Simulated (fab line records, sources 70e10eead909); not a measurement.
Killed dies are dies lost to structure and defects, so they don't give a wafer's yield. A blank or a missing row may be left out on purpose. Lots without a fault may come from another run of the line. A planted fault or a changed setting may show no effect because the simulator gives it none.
A struck lot beside a sound one | flow nand_harc | 22 steps out of a route of 1302
Sound: wafers L281.3, L281.4, L281.5. Struck: wafer L301.2. (L301.4, L301.5 of the same lot were not struck and are left out.) The cause comes at the end.
At each step with rows: each side's tool, then ch and its chambers, then its first start. Under that, the readings that differ: sound wafers | struck wafers | difference of the means | sigmas: that difference in standard deviations of wafers without a fault.
alike: readings whose means differ by less than 2 such deviations, and words and numbers that are the same on both sides. not compared: withheld readings, readings that some wafer has no value for, bounds like >300 that may hide the same value, and numbers for which the record gives no deviation and whose values overlap.
The two part at a step that has a row with sigmas, a row that says differs or no value, or rows on one side only. Numbers that don't overlap but have no deviation are shown without sigmas and don't part them. A reading that every wafer of one side lacks parts them only if that side has two wafers or more.

NHARC_A_CONTACT_CMP_20: polishes, t overpolish 30 s, target thk 300 nm.
  sound on cmp-03 ch 1,3, day 22 23:48; struck on cmp-04 ch 1, day 30 15:38
  alike: motor_current_A, overpolish_run_s, time_to_endpoint_s
then, 1 step without rows for these wafers: NHARC_A_CONTACT_SRD_22.
NHARC_A_CONTACT_INSPECT_23:
  sound on defect_inspect-01, day 23 00:12; struck on defect_inspect-01, day 30 16:01
  alike: raw_defect_count
then, 8 steps without rows for these wafers: NHARC_A_BLC_DEHYDRATE_00 (time 120 s); NHARC_A_BLC_HMDS_01 (time 30 s); NHARC_A_BLC_COAT_02 (time 75 s); NHARC_A_BLC_COAT_03 (time 65 s); NHARC_A_BLC_COAT_04 (resist thk 90 nm); NHARC_A_BLC_SOFTBAKE_05 (time 55 s); NHARC_A_BLC_EBR_06; NHARC_A_BLC_EXPOSE_07 (exposes mask A BLC, target cd 100 nm).
NHARC_A_BLC_PEB_08: peb time 65 s.
  sound on litho_track-04 ch 0, day 23 00:38; struck on litho_track-06 ch 0, day 30 16:27
  alike: chill_plate_temp_C, heater_power_total_W, resist_line_temp_C
then, 1 step without rows for these wafers: NHARC_A_BLC_DEVELOP_09 (develop time 35 s).
NHARC_A_BLC_CD_MEAS_10: target cd 100 nm.
  sound on cd_sem-01 ch 0, day 23 00:43; struck on cd_sem-02 ch 0, day 30 16:32
  reading    | sound           | struck | difference | sigmas
  cd_nm (nm) | 100.1 99.4 99.7 | 113.0  | +13.3      | +24
NHARC_A_BLC_OVL_MEAS_11:
  sound on overlay-02, day 23 00:48; struck on overlay-02, day 30 16:37
  alike: overlay_x_nm, overlay_y_nm
NHARC_A_BLC_INSPECT_12:
  sound on defect_inspect-01, day 23 00:50; struck on defect_inspect-01, day 30 16:39
  alike: raw_defect_count
NHARC_A_BLC_DESCUM_15: chemistry O2, time 3 s.
  sound on rie_diel-06 ch 2,3, day 23 00:53; struck on rie_diel-03 ch 0, day 30 16:43
  reading                | sound           | struck | difference | sigmas
  rf_vpp_V (V)           | 59.9 57.4 59.3  | 56.6   | -2.3       | -2
  model.A_BLC.cd_nm (nm) | 99.76 100.1 100 | 113.7  | +13.7      |
  alike: drypump_motor_current_A, oes_product_au, showerhead_plenum_p_Torr, throttle_valve_pct
  not compared: rf_hours_counter_h
NHARC_A_BLC_ETCH_16: etches the open film in CF4, target depth 39 nm, time 65 s.
  sound on rie_diel-06 ch 0,2, day 23 00:59; struck on rie_diel-03 ch 1, day 30 16:51
  reading                     | sound                | struck | difference | sigmas
  drypump_motor_current_A (A) | 5.9 5.7 5.7          | 4.7    | -1.1       | -2
  throttle_valve_pct (%)      | 13.269 13.290 13.292 | 13.304 | +0.020     | +2
  alike: oes_product_au, rf_vpp_V, showerhead_plenum_p_Torr
  not compared: rf_hours_counter_h
NHARC_A_BLC_ETCH_17: etches the open film in N2/H2, target depth 390 nm, time 609.38 s.
  sound on rie_diel-06 ch 0,2; struck on rie_diel-03 ch 1
  reading                     | sound       | struck | difference | sigmas
  drypump_motor_current_A (A) | 6.0 5.7 6.0 | 4.7    | -1.2       | -2
  alike: oes_product_au, rf_vpp_V, showerhead_plenum_p_Torr, throttle_valve_pct
  not compared: rf_hours_counter_h
NHARC_A_BLC_ETCH_18: etches the open film in C4F8/O2/Ar, target depth 910 nm.
  sound on rie_diel-06 ch 1,2,3; struck on rie_diel-03 ch 3
  reading                | sound             | struck | difference | sigmas
  model.A_BLC.cd_nm (nm) | 100.3 100.4 96.48 | 117.1  | +18.0      |
  alike: oes_product_au, rf_vpp_V
  not compared: rf_hours_counter_h
NHARC_A_BLC_CD_MEAS_19:
  sound on cd_sem-01, day 23 01:52; struck on cd_sem-01, day 30 17:45
  reading    | sound            | struck | difference | sigmas
  cd_nm (nm) | 100.3 100.7 96.2 | 117.7  | +18.6      | +8
-- the record jumps here: 2 days lie between the struck wafers' starts before and after (it left off in module A_BLC and takes up again in module END, whose first step shown is number 1302 of the route) --
NHARC_END_SORT_01:
  the record has rows for the struck wafers here (prober-01 ch 0, day 32 18:34) and none for the sound ones

WHERE THEY PART
First at NHARC_A_BLC_CD_MEAS_10; last, within this record, at NHARC_END_SORT_01.

WHY: what the simulator had put in
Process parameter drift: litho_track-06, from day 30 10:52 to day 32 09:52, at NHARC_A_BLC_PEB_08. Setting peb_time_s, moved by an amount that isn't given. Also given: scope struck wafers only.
